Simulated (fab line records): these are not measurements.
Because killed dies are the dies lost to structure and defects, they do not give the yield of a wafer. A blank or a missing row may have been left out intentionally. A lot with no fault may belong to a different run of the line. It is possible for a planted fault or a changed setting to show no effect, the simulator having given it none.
fab line records -- flow n5Finfet
[record] lots = 10, wafers = 29, lastDay = 17
route steps=1938 shown MOL_CONTACT_COAG@551 BEOL_M4@1111 PASSIVATION@1936
lots that met no fault: taken from a fault-free run of the same line
startH: the number of hours between the record's first day and the start of the first shown wafer of the lot -- waitH: hours since the lot's step before -- " repeats the value in the row above -- L1.1+2: one row covering several wafers at once -- - no value, or no start was given -- * or withheld: withheld -- < > ~ a bound
route shown NAME@n: a module of which the file shows steps, and the number in the route of the first -- usual: mean/standard deviation taken from wafers without a fault -- same: alike in all rows -- chamber/n: place in a boat -- sites: readings site by site -- _std_site: standard deviation of those values -- _edge_site: mean of outer sites minus mean of inner sites -- radiusMm: how far each site lies from the wafer's centre -- mask NAME#n: copy n -- behind: the tool/chamber that last shaped the wafer -- hold: what put the lot on hold/how long, in hours/how the hold closed -- device: which transistor (n, p or np) failed to switch -- end of line: tests run on the same wafers once the route is complete -- a step without rows: its recipe alone -- killed: not the wafer's yield, but the dies lost to structure and defects at the first sort -- map: the dies of a wafer, with x for killed, . for not killed, _ for no die there
set.NAME: setting as actually run; set.NAME@STEP: the setting as run at that earlier step -- model.NAME: the simulator's own value behind a step, which no gauge read
one table for each step of the route and one row for each wafer, over a sample of lots
services: when a tool's chamber went out of use (startH, in hours from the record's first day, below 0 if earlier), for how many hours, and the reason
[[steps]]
[step N5_MOL_CONTACT_COAG_SPUTTER_130]
[recipe] material = Co, targetThkA = 475, tempC = 25, chamberPressurePa = 0.5, powerW = 3000
[usual] throttleValvePct = 29.8/0.91
lot.wafer,tool,chamber,startH,waitH,throttleValvePct
L321.2,pvdSputter-01,-,95.99,0.0,29.4
L321.4,pvdSputter-01,-,95.99,0.0,31.1
L321.5,pvdSputter-01,-,95.99,0.0,29.8
L323.3,pvdSputter-01,-,103.25,0.0,29.9
L323.5,pvdSputter-01,-,103.25,0.0,29.9
L323.6,pvdSputter-01,-,103.25,0.0,29.5
L324.2,pvdSputter-03,-,114.60,0.0,29.1
L324.3,pvdSputter-03,-,114.60,0.0,30.0
L324.4,pvdSputter-03,-,114.60,0.0,29.9
L326.2,pvdSputter-03,-,125.29,0.0,29.5
L326.3,pvdSputter-03,-,125.29,0.0,30.2
L326.6,pvdSputter-03,-,125.29,0.0,30.0
L328.3,pvdSputter-02,-,137.96,0.0,29.6
L328.4,pvdSputter-02,-,137.96,0.0,29.6
L328.6,pvdSputter-02,-,137.96,0.0,29.5
L335.2,pvdSputter-03,-,179.97,0.0,30.3
L335.5,pvdSputter-03,-,179.97,0.0,29.4
L335.6,pvdSputter-03,-,179.97,0.0,28.9
L334.1,pvdSputter-03,-,180.39,0.0,29.6
L334.2,pvdSputter-03,-,180.39,0.0,28.6
L334.4,pvdSputter-03,-,180.39,0.0,30.4
L339.2,pvdSputter-01,-,209.63,0.0,29.8
L339.6,pvdSputter-01,-,209.63,0.0,31.0
L341.1,pvdSputter-02,-,217.28,0.0,29.8
L341.5,pvdSputter-02,-,217.28,0.0,29.6
L341.6,pvdSputter-02,-,217.28,0.0,27.9
L342.1,pvdSputter-01,-,221.09,0.0,29.2
L342.2,pvdSputter-01,-,221.09,0.0,31.6
L342.5,pvdSputter-01,-,221.09,0.0,30.8
[step N5_MOL_CONTACT_COAG_THK_MEAS_29]
[recipe] reads = SiNx_of_GATE_CUT_PECVD_57+SiNx_of_GATE_CUT_SAC_CAP_01
[usual] MD_CAP_THK = 17.92/0.1
lot.wafer,tool,chamber,startH,waitH,MD_CAP_THK[nm]
L321.2,filmMetro-01,-,98.95,-,17.84
L321.4,filmMetro-01,-,98.95,-,17.76
L321.5,filmMetro-01,-,98.95,-,17.77
L323.3,filmMetro-01,-,106.24,-,17.81
L323.5,filmMetro-01,-,106.24,-,17.89
L323.6,filmMetro-01,-,106.24,-,17.87
L324.2,filmMetro-01,-,117.55,-,17.99
L324.3,filmMetro-01,-,117.55,-,17.92
L324.4,filmMetro-01,-,117.55,-,17.91
L326.2,filmMetro-01,-,128.23,-,18.06
L326.3,filmMetro-01,-,128.23,-,17.76
L326.6,filmMetro-01,-,128.23,-,18.00
L328.3,filmMetro-02,-,140.82,-,17.69
L328.4,filmMetro-02,-,140.82,-,17.87
L328.6,filmMetro-02,-,140.82,-,17.77
L335.2,filmMetro-01,-,183.00,-,17.94
L335.5,filmMetro-01,-,183.00,-,18.07
L335.6,filmMetro-01,-,183.00,-,17.83
L334.1,filmMetro-02,-,183.60,-,17.97
L334.2,filmMetro-02,-,183.60,-,17.93
L334.4,filmMetro-02,-,183.60,-,18.12
L339.2,filmMetro-02,-,212.73,-,17.73
L339.6,filmMetro-02,-,212.73,-,18.03
L341.1,filmMetro-01,-,220.19,-,17.77
L341.5,filmMetro-01,-,220.19,-,18.05
L341.6,filmMetro-01,-,220.19,-,17.90
L342.1,filmMetro-01,-,223.95,-,18.01
L342.2,filmMetro-01,-,223.95,-,17.78
L342.5,filmMetro-01,-,223.95,-,17.82
[step N5_MOL_CONTACT_COAG_ALD_131]
[recipe] material = SiO2, targetThkA = 50, tempC = 100, aldPrecursorFamily = BDEAS, aldCoReactant = O2-plasma, pulseTimeS = 1, coReactantPulseTimeS = 1, purgeTimeS = 2, coReactantPurgeTimeS = 2, aldCycles = 35, pressureTorr = 2
[usual] aldCycles = 35/0, heaterPowerW = 80/5.9, precursorPulseHeightRel = 1.000/0.021
[same] purgeTimeS = 2
lot.wafer,tool,chamber,startH,waitH,aldCycles,heaterPowerW,precursorPulseHeightRel
L321.2,aldSin-02,0,101.55,0.1,35,82,0.991
L321.4,aldSin-02,3,101.55,0.1,35,73,1.038
L321.5,aldSin-02,1,101.55,0.1,35,72,1.007
L323.3,aldSin-03,0,107.97,0.5,35,78,1.018
L323.5,aldSin-03,2,107.97,0.5,35,81,1.022
L323.6,aldSin-03,3,107.97,0.5,35,74,0.964
L324.2,aldSin-03,0,119.02,0.1,35,80,0.998
L324.3,aldSin-03,3,119.02,0.1,35,75,1.015
L324.4,aldSin-03,1,119.02,0.1,35,75,0.968
L326.2,aldSin-04,0,129.65,0.1,35,99,0.994
L326.3,aldSin-04,2,129.65,0.1,35,87,0.984
L326.6,aldSin-04,0,129.65,0.1,35,98,1.001
L328.3,aldSin-02,1,142.41,0.1,35,72,0.976
L328.4,aldSin-02,3,142.41,0.1,35,76,0.996
L328.6,aldSin-02,0,142.41,0.1,35,80,0.991
L335.2,aldSin-02,1,185.41,0.1,28,71,0.999
L335.5,aldSin-02,2,185.41,0.1,35,83,0.955
L335.6,aldSin-02,3,185.41,0.1,35,78,1.007
L334.1,aldSin-02,3,185.90,0.1,28,77,1.009
L334.2,aldSin-02,0,185.90,0.1,28,79,1.001
L334.4,aldSin-02,1,185.90,0.1,35,71,0.973
L339.2,aldSin-04,3,213.88,0.1,35,88,0.967
L339.6,aldSin-04,1,213.88,0.1,35,77,0.980
L341.1,aldSin-03,0,221.36,0.1,35,80,1.004
L341.5,aldSin-03,2,221.36,0.1,35,79,0.998
L341.6,aldSin-03,3,221.36,0.1,35,74,1.023
L342.1,aldSin-04,2,225.10,0.1,35,80,0.958
L342.2,aldSin-04,1,225.10,0.1,35,78,0.990
L342.5,aldSin-04,1,225.10,0.1,35,77,0.966
[step N5_MOL_CONTACT_COAG_ETCHBACK_132]
[recipe] chemistry = CHF3, target = SiO2, targetDepthA = 100, timeS = 6.7, ionEnergyEv = 200, pressureMtorr = 30, sourceW = 610, biasW = 170, Ar_flow_sccm = 200, CHF3_flow_sccm = 50
[usual] drypumpMotorCurrentA = 5.5/0.38, oesProductAu = 0.76/0.087, rfVppV = 532/19, showerheadPlenumPTorr = 2.38/0.089, throttleValvePct = 18.79/0.25
lot.wafer,tool,chamber,startH,waitH,drypumpMotorCurrentA,oesProductAu,rfHoursCounterH,rfVppV,showerheadPlenumPTorr,throttleValvePct
L321.2,rieDiel-05,0,101.73,0.1,4.9,0.74,173,511,2.26,18.76
L321.4,rieDiel-05,1,101.73,0.1,5.6,0.83,47,522,2.33,18.49
L321.5,rieDiel-05,1,101.73,0.1,5.6,0.84,-,524,2.33,18.47
L323.3,rieDiel-04,2,108.15,0.1,5.7,0.72,209,556,2.47,19.15
L323.5,rieDiel-04,3,108.15,0.1,5.0,0.70,-,514,2.44,18.62
L323.6,rieDiel-04,0,108.15,0.1,6.0,0.68,-,538,2.47,18.91
L324.2,rieDiel-04,0,119.20,0.1,6.0,0.67,241,538,2.47,18.91
L324.3,rieDiel-04,3,119.20,0.1,5.1,0.69,237,514,2.44,18.64
L324.4,rieDiel-04,1,119.20,0.1,5.6,0.70,217,516,2.29,18.93
L326.2,rieDiel-04,1,129.83,0.1,5.6,0.69,221,516,2.28,18.95
L326.3,rieDiel-04,2,129.83,0.1,5.7,0.71,216,556,2.47,19.16
L326.6,rieDiel-04,1,129.83,0.1,5.6,0.70,-,518,2.28,18.94
L328.3,rieDiel-04,1,142.59,0.1,5.6,0.69,225,518,2.28,18.96
L328.4,rieDiel-04,3,142.59,0.1,5.0,0.68,245,514,2.44,18.64
L328.6,rieDiel-04,3,142.59,0.1,5.1,0.68,-,514,2.44,18.63
L335.2,rieDiel-04,1,185.64,0.2,5.6,0.68,245,517,2.27,19.00
L335.5,rieDiel-04,2,185.64,0.2,5.7,0.69,-,555,2.46,19.20
L335.6,rieDiel-04,0,185.64,0.2,6.0,0.92,-,537,2.46,18.57
L334.1,rieDiel-04,1,186.08,0.1,5.6,0.68,245,517,2.28,19.00
L334.2,rieDiel-04,0,186.08,0.1,6.0,0.91,12,538,2.46,18.57
L334.4,rieDiel-04,2,186.08,0.1,5.7,0.69,-,554,2.46,19.19
L339.2,rieDiel-01,1,214.05,0.1,5.2,0.73,166,515,2.37,18.83
L339.6,rieDiel-01,0,214.05,0.1,6.0,0.88,-,565,2.32,18.48
L341.1,rieDiel-04,0,221.54,0.1,6.0,0.88,26,537,2.45,18.57
L341.5,rieDiel-04,3,221.54,0.1,5.1,0.90,-,514,2.43,18.13
L341.6,rieDiel-04,0,221.54,0.1,6.0,0.88,-,537,2.45,18.60
L342.1,rieDiel-05,3,225.44,0.3,5.0,0.70,235,513,2.43,18.74
L342.2,rieDiel-05,2,225.44,0.3,5.7,0.77,159,515,2.19,19.14
L342.5,rieDiel-05,3,225.44,0.3,5.0,0.70,-,514,2.43,18.76
[step N5_BEOL_M4_RC_MEAS_101]
[usual] DIBL_N = 36.1/2, DIBL_P = 36.3/2.4, IOFF_N = 0.15/0.035, IOFF_P = 0.21/0.039, ION_N = 672/15, ION_P = 463/9.7, SS_N = 71.5/0.7, SS_P = 73.2/0.75, VT_N = 251/3.6, VT_P = -250/3.8
lot.wafer,tool,chamber,startH,waitH,DIBL_N[mV/V],DIBL_P[mV/V],IOFF_N[nA/um],IOFF_P[nA/um],ION_N[uA/um],ION_P[uA/um],SS_N[mV/dec],SS_P[mV/dec],VT_N[mV],VT_P[mV]
L321.2,prober-01,0,174.42,0.2,33.8,33.2,0.12,0.18,676,466,70.3,72.8,255,-252
L321.4,prober-01,0,174.42,0.2,35.8,36.5,0.14,0.22,670,468,71.2,73.4,252,-247
L321.5,prober-01,0,174.42,0.2,36.9,37.2,0.15,0.24,669,466,71.5,73.8,253,-248
L323.3,prober-01,0,176.51,0.3,32.3,33.3,0.11,0.18,672,481,71.6,72.3,254,-248
L323.5,prober-01,0,176.51,0.3,37.0,38.7,0.19,0.27,694,481,71.2,73.3,247,-245
L323.6,prober-01,0,176.51,0.3,35.8,37.5,0.16,0.25,688,484,71.5,73.6,249,-247
L324.2,prober-02,0,192.02,0.2,35.3,37.2,0.12,0.16,675,453,71.4,73.3,253,-258
L324.3,prober-02,0,192.02,0.2,31.4,32.2,0.08,0.11,637,439,69.7,71.6,260,-262
L324.4,prober-02,0,192.02,0.2,32.5,32.9,0.08,0.11,631,434,70.5,72.3,261,-262
L326.2,prober-02,0,195.51,0.2,37.0,38.5,0.18,0.27,695,480,71.8,74.5,247,-246
L326.3,prober-02,0,195.51,0.2,34.6,35.6,0.13,0.20,671,468,71.5,73.2,254,-248
L326.6,prober-02,0,195.51,0.2,35.8,36.7,0.16,0.23,691,478,70.7,74.0,248,-247
L328.3,prober-01,0,214.52,0.8,35.6,35.5,0.15,0.21,667,464,71.7,73.1,250,-248
L328.4,prober-01,0,214.52,0.8,33.7,34.3,0.15,0.19,670,457,70.9,72.5,249,-248
L328.6,prober-01,0,214.52,0.8,35.2,35.2,0.16,0.21,677,461,71.2,73.4,246,-249
L334.1,prober-01,0,252.42,0.0,36.8,38.0,0.18,0.25,691,474,71.4,74.8,247,-247
L334.2,prober-01,0,252.42,0.0,37.1,37.9,0.18,0.26,684,473,71.4,73.8,249,-247
L334.4,prober-01,0,252.42,0.0,34.5,34.3,0.13,0.20,663,459,70.8,73.7,249,-251
L335.2,prober-02,0,252.43,0.2,37.0,37.2,0.17,0.24,696,474,71.3,72.7,247,-248
L335.5,prober-02,0,252.43,0.2,34.1,33.6,0.12,0.17,655,457,70.9,72.2,253,-253
L335.6,prober-02,0,252.43,0.2,35.9,35.8,0.15,0.21,687,474,70.9,73.0,252,-252
L339.2,prober-02,0,284.55,0.2,40.0,41.2,0.21,0.27,683,461,72.2,74.7,249,-249
L339.6,prober-02,0,284.55,0.2,42.3,42.9,0.26,0.31,692,468,73.1,75.0,243,-245
L341.1,prober-02,0,287.61,0.0,36.1,38.5,0.17,0.24,673,474,71.7,74.1,250,-250
L341.5,prober-02,0,287.61,0.0,34.5,35.5,0.14,0.20,666,462,72.0,73.4,250,-251
L341.6,prober-02,0,287.61,0.0,33.7,33.6,0.12,0.17,662,456,71.0,72.7,252,-255
L342.1,prober-01,0,306.77,0.0,37.0,37.2,0.18,0.24,672,458,72.1,73.5,248,-250
L342.2,prober-01,0,306.77,0.0,32.3,31.4,0.10,0.15,652,457,70.9,71.8,258,-254
L342.5,prober-01,0,306.77,0.0,34.5,34.8,0.14,0.21,665,458,71.1,72.5,252,-249
[step N5_PASSIVATION_PROBE_49]
[usual] defectLimitedYield = 91.1/1.6, killed_at_M0_to_M3 = 35/11, killed_at_M4_up = 13/5.4, killedAtContacts = 13/6.5, killedAtFrontEnd = 40/14, killedAtOther = 4/3.1, killedDies = 105/18, killedOpen = 69/14, killedShort = 34/7.3, sort_bin_5_function = 5.2/0.96, sort_bin_6_memory = 3.4/0.77, sort_bin_8_speed = 0.02/0.13, sortNPass = 1075/19, sortYieldPct = 91.1/1.6
[same] grossDies = 1180, killedAtBackSide = 0, sort_bin_4_leakage[%] = 0
lot.wafer,tool,chamber,startH,waitH,defectLimitedYield[%],killed_at_M0_to_M3,killed_at_M4_up,killedAtContacts,killedAtFrontEnd,killedAtOther,killedDies,killedOpen,killedShort,sort_bin_5_function[%],sort_bin_6_memory[%],sort_bin_8_speed[%],sortNPass,sortYieldPct[%]
L335.2,prober-02,-,364.03,0.1,84.5,31,9,90,48,5,183,82,35,5.5,4.4,0,997,84.5
L335.5,prober-02,-,364.18,0.2,91.1,29,9,24,38,5,105,65,37,4.9,3.2,0,1075,91.1
L335.6,prober-02,-,364.23,0.3,90.6,29,8,33,39,2,111,78,33,6.5,2.7,0,1069,90.6
L334.1,prober-02,-,367.88,0.0,84.2,44,15,90,29,8,186,75,26,5.3,3.2,0,994,84.2
L334.2,prober-02,-,367.93,0.1,81.9,46,20,81,61,5,213,99,38,6.7,5.0,0,967,81.9
L334.4,prober-02,-,368.03,0.2,91.9,45,13,3,30,5,96,63,32,5.2,2.7,0,1084,91.9
// killed by level:class
L335.2 MOL_CONTACT_COAG:areaAld=65 FIN_SAQP:geometricParticle:open=18 MOL_CONTACT_COAG:geometricParticle:open=18 BEOL_M0_SAQP:geometricParticle:open=11 FIN_SAQP:geometricParticle:short=9 BEOL_M2:geometricParticle:open=9 MOL_CONTACT_COAG:geometricParticle:short=7 BEOL_M4:geometricParticle:open=4
L335.5 MOL_CONTACT_COAG:geometricParticle:open=19 BEOL_M0_SAQP:geometricParticle:short=10 FIN_SAQP:geometricParticle:short=9 STI_FIN_REVEAL:geometricParticle:open=8 BEOL_M3:geometricParticle:open=8 BEOL_M4:geometricParticle:open=6 FIN_SAQP:geometricParticle:open=5 MOL_CONTACT_COAG:geometricParticle:short=5
L335.6 MOL_CONTACT_COAG:geometricParticle:open=30 FIN_SAQP:geometricParticle:short=9 BEOL_M0_SAQP:geometricParticle:open=7 GATE_CUT:geometricParticle:open=6 FIN_SAQP:geometricParticle:open=5 BEOL_M2:geometricParticle:open=5 STI_FIN_REVEAL:geometricParticle:open=4 BEOL_M4:geometricParticle:open=4
L334.1 MOL_CONTACT_COAG:areaAld=81 BEOL_M1:geometricParticle:open=14 BEOL_M0_SAQP:geometricParticle:open=11 BEOL_M2:geometricParticle:open=8 MOL_CONTACT_COAG:geometricParticle:open=7 BEOL_M4:geometricParticle:open=7 STI_FIN_REVEAL:geometricParticle:open=5 BEOL_M0_SAQP:geometricParticle:short=5
L334.2 MOL_CONTACT_COAG:areaAld=70 FIN_SAQP:geometricParticle:open=21 BEOL_M2:geometricParticle:open=14 FIN_SAQP:geometricParticle:short=9 MOL_CONTACT_COAG:geometricParticle:open=9 STI_FIN_REVEAL:geometricParticle:open=8 DUMMY_GATE:geometricParticle:open=8 BEOL_M0_SAQP:geometricParticle:open=8
L334.4 BEOL_M0_SAQP:geometricParticle:open=12 BEOL_M1:geometricParticle:open=11 BEOL_M0_SAQP:geometricParticle:short=8 STI_FIN_REVEAL:geometricParticle:open=7 FIN_SAQP:geometricParticle:open=6 GATE_CUT:geometricParticle:short=6 BEOL_M2:geometricParticle:open=6 BEOL_M4:geometricParticle:open=6
[[services]]
tool,chamber,startH,hours,kind
rieDiel-01,1,81.27,3.3,repair
aldSin-02,-,87.31,14.0,pm
pvdSputter-01,-,113.29,2.6,repair
pvdSputter-01,-,116.88,4.3,repair
aldSin-03,-,141.99,6.1,pm
rieDiel-04,0,146.67,-,clean
rieDiel-04,0,146.67,-,consumableReplace:focusRing
rieDiel-04,0,146.67,13.9,scheduledDown
rieDiel-04,0,146.67,13.9,ventCycle
rieDiel-05,0,148.21,4.6,repair
rieDiel-04,3,160.57,-,clean
rieDiel-04,3,160.57,-,consumableReplace:focusRing
rieDiel-04,3,160.57,28.2,scheduledDown
rieDiel-04,3,160.57,28.2,ventCycle
aldSin-03,1,165.87,3.7,repair
aldSin-04,-,176.76,14.0,pm
rieDiel-01,3,195.47,16.5,repair
rieDiel-04,1,196.86,-,clean
rieDiel-04,1,196.86,-,consumableReplace:focusRing
rieDiel-04,1,196.86,-,consumableReplace:showerhead
rieDiel-04,1,196.86,14.6,scheduledDown
rieDiel-04,1,196.86,14.6,ventCycle
rieDiel-04,0,199.60,4.3,repair
rieDiel-04,2,211.62,-,clean
[[key]]
[firstSign] step = N5_MOL_CONTACT_COAG_ALD_131, reading = aldCycles, direction = down, sigmas = 99+, usual = *, struck = *
[effect] step = N5_PASSIVATION_PROBE_49, reading = killedAtContacts, direction = up, sigmas = 11, usual = 13, struck = 87
[moreKillsBornAt] N5_MOL_CONTACT_COAG_ALD_131@aldSin-02 = 216
metAt N5_MOL_CONTACT_COAG_ALD_131
struckLots L334,L335
struckWafers L334.1,L334.2,L335.2
notActingAt N5_MOL_CONTACT_COAG_SPUTTER_130,N5_MOL_CONTACT_COAG_THK_MEAS_29,N5_MOL_CONTACT_COAG_ETCHBACK_132
onsetBetween 142.41 185.41
[fault] kind = processParameterDrift, tool = aldSin-02, chamber = -, onsetH = 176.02, steps = N5_MOL_CONTACT_COAG_ALD_131, channel = aldCycles, offset = *, shape = step, endH = 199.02, scope = struckWafersOnly, actsIn = *, stated = *
